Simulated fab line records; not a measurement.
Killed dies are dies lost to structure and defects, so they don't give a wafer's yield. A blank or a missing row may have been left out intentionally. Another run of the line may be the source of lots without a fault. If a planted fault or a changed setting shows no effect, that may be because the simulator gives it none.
Matching of chambers :: flow nand_harc :: NHARC_P_CONTACT_ALD_22 on ald_metal-01 has 4 sister chambers
The step deposits TiN, target thk 3 nm, pulse time 1 s, ald cycles 150. 4 wafers are shown with their chamber, then 10 later ones without.

== WAFERS PAIRED WITH THEIR CHAMBERS ==
wafer: L085.4
chamber: 2
heater_power_w (W): 975

wafer: L086.1
chamber: 3
heater_power_w (W): 1070

wafer: L089.1
chamber: 1
heater_power_w (W): 1018

wafer: L089.4
chamber: 0
heater_power_w (W): 1313

== WAFERS WHOSE CHAMBER IS MISSING ==
wafer: L089.5
heater_power_w (W): 1323

wafer: L090.3
heater_power_w (W): 1303

wafer: L090.4
heater_power_w (W): 958

wafer: L090.6
heater_power_w (W): 965

wafer: L090.1
heater_power_w (W): 1016

wafer: L090.2
heater_power_w (W): 1087

wafer: L090.5
heater_power_w (W): 1047

wafer: L094.1
heater_power_w (W): 980

wafer: L094.2
heater_power_w (W): 1059

wafer: L094.6
heater_power_w (W): 964

== THE CHAMBER EACH PASSED THROUGH ==
wafer: L089.5
from the rows above: 0
in truth: 0

wafer: L090.3
from the rows above: 0
in truth: 0

wafer: L090.4
from the rows above: 2
in truth: 2

wafer: L090.6
from the rows above: 2
in truth: 2

wafer: L090.1
from the rows above: 1
in truth: 1

wafer: L090.2
from the rows above: 3
in truth: 3

wafer: L090.5
from the rows above: can't be placed: 3 or 1
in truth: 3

wafer: L094.1
from the rows above: 2
in truth: 2

wafer: L094.2
from the rows above: 3
in truth: 3

wafer: L094.6
from the rows above: 2
in truth: 2
9 of 10 placed correctly. These rows do not allow placing 1 (true chamber among the candidates in 1). 0 placed wrongly.
How it was worked out, from the rows above alone: a wafer's distance from a chamber is the root of the sum, over the readings, of the square of ((its reading less the chamber's mean) divided by the reading's scatter). The wafer belongs to the nearest chamber; if the next one is less than 2 further off, it can't be placed. Each chamber's mean is taken over the wafers shown for it. The scatter (one wafer shown for each chamber): square how far every hidden wafer sits from the nearest shown wafer, average those squares and take the square root.
